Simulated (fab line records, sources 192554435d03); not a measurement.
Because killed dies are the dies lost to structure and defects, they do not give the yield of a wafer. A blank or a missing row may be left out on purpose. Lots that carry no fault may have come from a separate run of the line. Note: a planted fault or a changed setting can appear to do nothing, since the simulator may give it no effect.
A struck lot beside a sound one | flow n5-finfet | 13 out of 1938 route steps
Sound: the wafers L582.1, L582.2, L582.4. Wafers struck: L570.2, L570.4, L570.5. The cause is given at the end.
For every step that has rows: the tool of each side, followed by ch and its chambers, followed by its first start. Under that, the readings that differ: sound wafers | struck wafers | difference of the means | sigmas: that difference in standard deviations of wafers without a fault.
alike: a reading whose means differ by less than 2 such deviations, as well as words and numbers matching on both sides. not compared: withheld readings; readings where some wafer has no value; bounds like >300 that might hide an equal value; numbers whose values overlap and for which the record gives no deviation.
The two part at a step that has a row with sigmas, a row that says differs or no value, or rows on one side only. Numbers that have no deviation but don't overlap get no sigmas and don't part them. A reading that every wafer of one side lacks parts them only if that side has two wafers or more.

first, 9 steps without rows for these wafers: N5_BEOL_M0_SAQP_SOFTBAKE_09 (time 60 s); N5_BEOL_M0_SAQP_EXPOSE_11 (exposes mask M0 CORE, target cd 42 nm); N5_BEOL_M0_SAQP_PEB_12 (peb time 60 s); N5_BEOL_M0_SAQP_DEVELOP_13 (develop time 30 s); N5_BEOL_M0_SAQP_DESCUM_19 (chemistry O2, time 7.9 s); N5_BEOL_M0_SAQP_ETCH_83 (etches SiARC in CF4, target depth 39 nm, time 65 s); N5_BEOL_M0_SAQP_ETCH_84 (etches SOC in N2/H2, target depth 100 nm, overetch 20 nm, time 150 s); N5_BEOL_M0_SAQP_STRIP_80 (strips in N2/H2); N5_BEOL_M0_SAQP_HM_OPEN_112 (chemistry CHF3/O2, target SiO2, stops on a-Si, target depth 12 nm, time 13.5 s).
N5_BEOL_M0_SAQP_STRIP_113: strips in CHF3/O2.
  sound on rie-diel-01 ch 1,2,3, day 10 16:17; struck on rie-diel-02 ch 0,1, day 7 14:44
  reading                                         | sound | struck      | difference | sigmas
  model.SiARC_of_BEOL_M0_SAQP_COAT_82.thk-nm (nm) | 0 0 0 | 4.6 5.6 5.6 | +5.3       |
then, 1 step without rows for these wafers: N5_BEOL_M0_SAQP_MANDREL_ETCH_20 (etches a-Si in HBr/Cl2, stops on SiNx, target depth 60 nm, bt time 10 s, time 30 s).
-- record jumps: 3 days separate the struck wafers' starts on either side; left off in module BEOL_M0_SAQP, taken up again in module BEOL_M4, whose first shown step is the route's number 1111 --
N5_BEOL_M4_RC_MEAS_101:
  sound on prober-01 ch 0, day 14 03:54; struck on prober-01 ch 0, day 11 00:51
  alike: DIBL_N, DIBL_P, IOFF_N, IOFF_P, ION_N, ION_P, SS_N, SS_P, VT_N, VT_P
-- record jumps: 4 days separate the struck wafers' starts on either side; left off in module BEOL_M4, taken up again in module PASSIVATION, whose first shown step is the route's number 1936 --
N5_PASSIVATION_PROBE_49:
  record: rows for the struck wafers here (prober-02, day 15 11:11), none for the sound ones

== WHERE THEY PART ==
At N5_PASSIVATION_PROBE_49 and nowhere else, as far as this record goes.

WHY: whatever the simulator had introduced
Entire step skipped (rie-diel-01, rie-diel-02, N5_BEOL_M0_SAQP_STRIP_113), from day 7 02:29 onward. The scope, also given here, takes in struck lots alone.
